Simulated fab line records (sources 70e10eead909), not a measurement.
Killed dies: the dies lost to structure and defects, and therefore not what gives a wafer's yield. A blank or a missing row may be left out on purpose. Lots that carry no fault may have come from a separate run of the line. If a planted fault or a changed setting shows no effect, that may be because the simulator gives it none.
fab line records | flow nand-harc
[record] lots = 14 wafers = 42 last-day = 33
route steps=1302 shown P_BONDPAD@364
lots with no fault: from the same line, run without faults
start-h: hours from the record's opening day to when the first of the lot's shown wafers began | wait-h: time in hours since the lot's previous step | " repeats the value in the row above | L1.1+2: a single row standing in for several wafers | - no value, or no start was given | * or withheld: withheld | < > ~ a bound
route shown NAME@n: NAME is a module with steps in the file, n the number in the route of the first one | usual: mean/standard deviation of fault-free wafers | same: alike in all rows | chamber/n: place in a boat | sites: readings site by site | _std_site: standard deviation across them | _edge_site: inner sites' mean taken away from outer sites' mean | radius-mm: for every site, how far away it sits from the centre of the wafer | mask NAME#n: copy n | behind: the most recent tool/chamber to have shaped the wafer | hold: the reason the lot was held/the length of the hold in hours/how it ended | device: which transistor (n, p or np) failed to switch | end of line: at the end of the route, the tests of the same wafers | step lacking rows: just its recipe | killed: the dies lost at the first sort to structure and to defects; this is not the yield of the wafer | map: the dies of a wafer, with x for killed, . for not killed, _ for no die there
set.NAME: the setting the step ran with; set.NAME@STEP: the setting that earlier step ran with | model.NAME: the simulator's own value behind a step, which no gauge read
a sample of lots followed through the steps of the route, with each step as a table and each wafer as a row
services: from which hour (start-h, from the record's first day; less than 0 if before it) a tool's chamber was out of use, for how many hours, and why
[[steps]]
[step NHARC_P_BONDPAD_CD_MEAS_09]
[recipe] target-cd-nm = 500 landing-energy-ev = 500
[usual] cd-nm = 501.0/2.8
// columns lot.wafer tool chamber start-h wait-h cd-nm
L420.1 cd-sem-01 0 146.63 - 503.4
L420.3 " 0 " " 497.9
L420.4 " 0 " " 502.7
L421.2 cd-sem-02 0 155.95 - 500.3
L421.3 " 0 " " 501.2
L421.4 " 0 " " 499.1
L422.1 cd-sem-02 0 169.01 - 494.4
L422.5 " 0 " " 500.4
L422.6 " 0 " " 494.4
L423.2 cd-sem-02 0 172.84 - 505.8
L423.3 " 0 " " 499.7
L423.4 " 0 " " 503.6
L424.3 cd-sem-03 0 188.63 - 502.1
L424.5 " 0 " " 497.3
L424.6 " 0 " " 503.0
L425.1 cd-sem-02 0 189.91 - 503.9
L425.2 " 0 " " 497.5
L425.5 " 0 " " 496.5
L426.3 cd-sem-03 0 205.70 - 506.0
L426.4 " 0 " " 503.2
L426.5 " 0 " " 503.7
L430.1 cd-sem-01 0 247.22 - 501.2
L430.3 " 0 " " 501.2
L430.6 " 0 " " 503.4
L432.2 cd-sem-03 0 260.52 - 501.7
L432.3 " 0 " " 497.4
L432.6 " 0 " " 498.4
L433.3 cd-sem-01 0 281.90 - 502.2
L433.4 " 0 " " 503.5
L433.6 " 0 " " 500.2
L439.1 cd-sem-03 0 335.16 - 503.0
L439.3 " 0 " " 501.0
L439.4 " 0 " " 503.4
L440.3 cd-sem-03 0 338.90 - 503.9
L440.5 " 0 " " 504.0
L440.6 " 0 " " 503.8
L441.1 cd-sem-02 0 357.88 - 500.4
L441.3 " 0 " " 501.4
L441.5 " 0 " " 498.5
L442.2 cd-sem-03 0 361.68 - 497.0
L442.3 " 0 " " 499.3
L442.4 " 0 " " 499.5
[step NHARC_P_BONDPAD_ETCH_12]
[recipe] target-depth-a = 2000 time-s = 100 chf3-flow-sccm = 50 o2-flow-sccm = 10 ar-flow-sccm = 200 rf-w = 500 bias-w = 200 chemistry = CHF3/O2
[usual] drypump-motor-current-A = 5.8/0.49 oes-product-au = 0.940/0.026 rf-fwd-power-W = 496.9/1.9 rf-vpp-V = 369.8/2.1 run-length-s = 121.2/0.42 showerhead-plenum-p-Torr = 2.37/0.085 throttle-valve-pct = 20.573/0.0095
// columns lot.wafer tool chamber start-h wait-h drypump-motor-current-A oes-product-au rf-fwd-power-W rf-hours-counter-h rf-vpp-V run-length-s showerhead-plenum-p-Torr throttle-valve-pct
L420.3 rie-diel-11 2 147.02 - 6.0 0.968 497.3 3.1 372.7 121.4 2.51 20.567
L420.1 " 3 " " 5.5 0.981 496.9 3.2 368.1 120.9 2.30 20.581
L420.4 " 0 " " 5.5 0.942 494.2 2.7 367.7 120.3 2.28 20.586
L421.2 rie-diel-09 0 156.34 - 5.3 0.976 497.2 0.1 370.1 121.0 2.41 20.569
L421.4 " 1 " " 5.2 0.968 495.4 0.1 371.6 121.2 2.49 20.561
L421.3 " 2 " " 6.9 0.963 498.9 0.1 368.3 120.8 2.28 20.582
L422.1 rie-diel-09 3 169.42 - 6.2 0.962 497.6 0.3 370.8 121.4 2.38 20.584
L422.5 " 1 " " 5.2 0.966 496.1 - 373.0 121.0 2.49 20.578
L422.6 " 2 " " 6.9 0.967 498.1 - 367.1 121.3 2.28 20.572
L423.2 rie-diel-09 1 173.23 - 5.2 0.992 494.6 0.5 373.3 120.9 2.49 20.546
L423.4 " 2 " " 6.9 0.969 497.8 0.4 369.0 120.7 2.28 20.582
L423.3 " 0 " " 5.3 0.978 496.8 0.4 370.0 121.5 2.41 20.572
L424.3 rie-diel-11 1 189.03 - 5.9 0.907 495.5 4.6 371.6 121.8 2.43 20.585
L424.6 " 3 " " 5.5 0.921 496.7 - 370.1 121.2 2.30 20.563
L424.5 " 0 " " 5.5 0.907 495.3 - 367.7 120.6 2.28 20.569
L425.2 rie-diel-11 2 190.30 - 6.0 0.912 499.8 5.7 371.9 121.4 2.51 20.564
L425.1 " 3 " " 5.5 0.929 498.1 6.6 367.6 121.0 2.30 20.595
L425.5 " 3 " " 5.5 0.927 496.2 - 367.0 121.0 2.30 20.569
L426.4 rie-diel-12 0 206.08 - 6.0 0.905 496.1 7.8 368.4 121.8 2.31 20.574
L426.3 " 1 " " 5.9 0.927 496.9 8.5 371.6 121.5 2.45 20.556
L426.5 " 0 " " 6.0 0.894 498.9 - 368.2 121.4 2.31 20.581
L430.1 rie-diel-11 0 247.61 - 5.5 0.911 492.6 9.4 369.2 120.3 2.28 20.587
L430.3 " 1 " " 5.9 0.915 497.3 7.6 371.0 121.4 2.43 20.572
L430.6 " 1 " " 5.9 0.907 - - 370.7 107.8 2.43 20.582
L432.2 rie-diel-09 2 260.91 - 6.8 0.940 497.1 1.5 368.5 121.3 2.28 20.565
L432.3 " 3 " " 6.1 0.922 498.8 1.4 371.2 121.5 2.38 20.575
L432.6 " 3 " " 6.2 0.925 499.3 - 371.0 121.3 2.38 20.569
L433.4 rie-diel-11 0 282.29 - 5.5 0.919 495.1 1.3 366.9 120.7 2.28 20.578
L433.3 " 1 " " 5.9 0.901 495.1 1.7 370.0 121.2 2.43 20.565
L433.6 " 1 " " 5.9 0.906 - - 373.0 108.2 2.43 20.573
L439.3 rie-diel-09 2 335.54 - 6.9 0.981 494.9 0.1 366.4 120.8 2.28 20.582
L439.4 " 3 " " 6.2 0.961 497.6 0.1 369.4 121.2 2.38 20.555
L439.1 " 0 " " 5.3 0.982 498.9 0.1 370.3 120.8 2.41 20.570
L440.3 rie-diel-11 2 339.29 - 6.0 0.921 500.4 4.4 373.2 121.4 2.50 20.554
L440.6 " 1 " " 5.9 0.919 496.9 - 370.0 121.2 2.43 20.567
L440.5 " 2 " " 6.0 0.914 496.7 - 372.1 121.6 2.50 20.586
L441.1 rie-diel-09 3 358.28 - 6.2 0.948 498.6 0.8 371.1 121.2 2.38 20.580
L441.3 " 0 " " 5.3 0.957 494.8 0.8 370.4 121.2 2.41 20.590
L441.5 " 2 " " 6.9 0.955 495.1 - 367.0 121.3 2.28 20.590
L442.2 rie-diel-09 2 362.07 - 6.8 0.934 499.5 0.9 367.0 120.7 2.28 20.577
L442.4 " 3 " " 6.2 0.926 495.8 0.9 368.7 121.6 2.38 20.585
L442.3 " 1 " " 5.2 0.924 494.6 0.8 371.1 121.4 2.49 20.562
[step NHARC_P_BONDPAD_CD_MEAS_13]
[usual] cd-nm = 500.5/3
// columns lot.wafer tool chamber start-h wait-h cd-nm
L420.1 cd-sem-01 - 147.16 - 504.6
L420.3 " - " " 501.0
L420.4 " - " " 501.1
L421.2 cd-sem-02 - 156.48 - 497.3
L421.3 " - " " 501.9
L421.4 " - " " 500.0
L422.1 cd-sem-01 - 169.54 - 492.5
L422.5 " - " " 502.3
L422.6 " - " " 495.7
L423.2 cd-sem-03 - 173.37 - 504.7
L423.3 " - " " 499.4
L423.4 " - " " 503.8
L424.3 cd-sem-03 - 189.16 - 502.5
L424.5 " - " " 495.2
L424.6 " - " " 502.5
L425.1 cd-sem-01 - 190.43 - 505.3
L425.2 " - " " 498.7
L425.5 " - " " 497.1
L426.3 cd-sem-03 - 206.22 - 506.5
L426.4 " - " " 501.7
L426.5 " - " " 501.6
L430.1 cd-sem-02 - 247.75 - 499.8
L430.3 " - " " 501.9
L430.6 " - " " 502.5
L432.2 cd-sem-02 - 261.05 - 501.1
L432.3 " - " " 496.1
L432.6 " - " " 496.6
L433.3 cd-sem-02 - 282.43 - 501.2
L433.4 " - " " 501.5
L433.6 " - " " 499.4
L439.1 cd-sem-01 - 335.68 - 501.9
L439.3 " - " " 500.8
L439.4 " - " " 503.8
L440.3 cd-sem-03 - 339.43 - 502.9
L440.5 " - " " 502.7
L440.6 " - " " 502.1
L441.1 cd-sem-03 - 358.41 - 499.1
L441.3 " - " " 499.8
L441.5 " - " " 498.6
L442.2 cd-sem-03 - 362.20 - 496.5
L442.3 " - " " 499.8
L442.4 " - " " 499.1
[step NHARC_P_BONDPAD_DEGAS_25]
[recipe] temp-c = 300 time-s = 60
[usual] heater-power-w = 457/36
// columns lot.wafer tool chamber start-h wait-h heater-power-w
L420.1 pvd-sputter-01 - 147.79 - 431
L420.3 " - " " 452
L420.4 " - " " 385
L421.3 pvd-sputter-01 - 157.10 - 453
L421.2 " - " " 473
L421.4 " - " " 382
L422.1 pvd-sputter-01 - 170.16 - 482
L422.6 " - " " 460
L422.5 " - " " 384
L423.3 pvd-sputter-02 - 174.12 - 490
L423.2 " - " " 494
L423.4 " - " " 441
L424.3 pvd-sputter-02 - 189.79 - 425
L424.5 " - " " 508
L424.6 " - " " 484
L425.1 pvd-sputter-03 - 191.11 - 479
L425.2 " - " " 465
L425.5 " - " " 476
L426.3 pvd-sputter-02 - 206.84 - 448
L426.4 " - " " 485
L426.5 " - " " 422
L430.1 pvd-sputter-01 - 248.42 - 403
L430.3 " - " " 479
L430.6 " - " " 389
L432.2 pvd-sputter-02 - 261.68 - 433
L432.3 " - " " 502
L432.6 " - " " 454
L433.4 pvd-sputter-03 - 283.05 - 487
L433.3 " - " " 408
L433.6 " - " " 466
L439.3 pvd-sputter-03 - 336.32 - 478
L439.4 " - " " 402
L439.1 " - " " 474
L440.3 pvd-sputter-01 - 340.05 - 389
L440.5 " - " " 478
L440.6 " - " " 400
L441.3 pvd-sputter-01 - 359.04 - 378
L441.1 " - " " 442
L441.5 " - " " 487
L442.4 pvd-sputter-02 - 362.82 - 521
L442.2 " - " " 501
L442.3 " - " " 424
[[services]]
// columns tool chamber start-h hours kind
rie-diel-09 0 138.64 8.6 repair
pvd-sputter-03 - 141.86 4.6 repair
rie-diel-09 - 143.10 9.0 pm
rie-diel-09 1 143.10 9.0 vent-cycle
rie-diel-09 2 143.10 9.0 vent-cycle
rie-diel-09 3 143.10 9.0 vent-cycle
pvd-sputter-03 - 149.47 9.0 repair
rie-diel-11 - 158.38 0.8 repair
pvd-sputter-03 - 170.00 10.0 pm
pvd-sputter-03 - 196.98 3.0 repair
pvd-sputter-03 - 205.10 16.4 repair
pvd-sputter-02 - 214.05 1.7 repair
pvd-sputter-01 - 221.66 2.4 repair
pvd-sputter-01 - 226.00 10.0 pm
rie-diel-12 1 243.10 13.9 repair
rie-diel-11 - 255.50 9.0 pm
rie-diel-12 - 268.40 9.0 pm
pvd-sputter-02 - 282.06 10.0 pm
rie-diel-12 2 303.92 14.4 repair
pvd-sputter-03 - 303.99 16.6 repair
rie-diel-09 - 320.10 9.0 pm
rie-diel-09 2 335.80 1.9 repair
pvd-sputter-01 - 341.71 5.3 repair
pvd-sputter-03 - 348.00 10.0 pm
[[key]]
[first-sign] step = NHARC_P_BONDPAD_ETCH_12 reading = run-length-s direction = down sigmas = 31 usual = * struck = *
effect none on later readings
met-at NHARC_P_BONDPAD_ETCH_12
struck-lots L430,L433
struck-wafers L430.6,L433.6
later-rows-left-out L430.6,L433.6
sort-left-out L430.6,L433.6
not-acting-at NHARC_P_BONDPAD_CD_MEAS_09,NHARC_P_BONDPAD_CD_MEAS_13,NHARC_P_BONDPAD_DEGAS_25
onset-between 190.30 247.61
[fault] kind = process-parameter-drift tool = rie-diel-11 chamber = - onset-h = 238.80 steps = NHARC_P_BONDPAD_ETCH_12 channel = time-s offset = * shape = step end-h = 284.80 scope = struck-wafers-only acts-in = * stated = *
// sort-left-out: the simulated sort isn't trusted on such a fault, so these wafers' sort isn't shown, and their yield isn't known
// later-rows-left-out: the simulator's readings of these wafers behind a module that went badly wrong aren't trusted and aren't shown, but for the sort
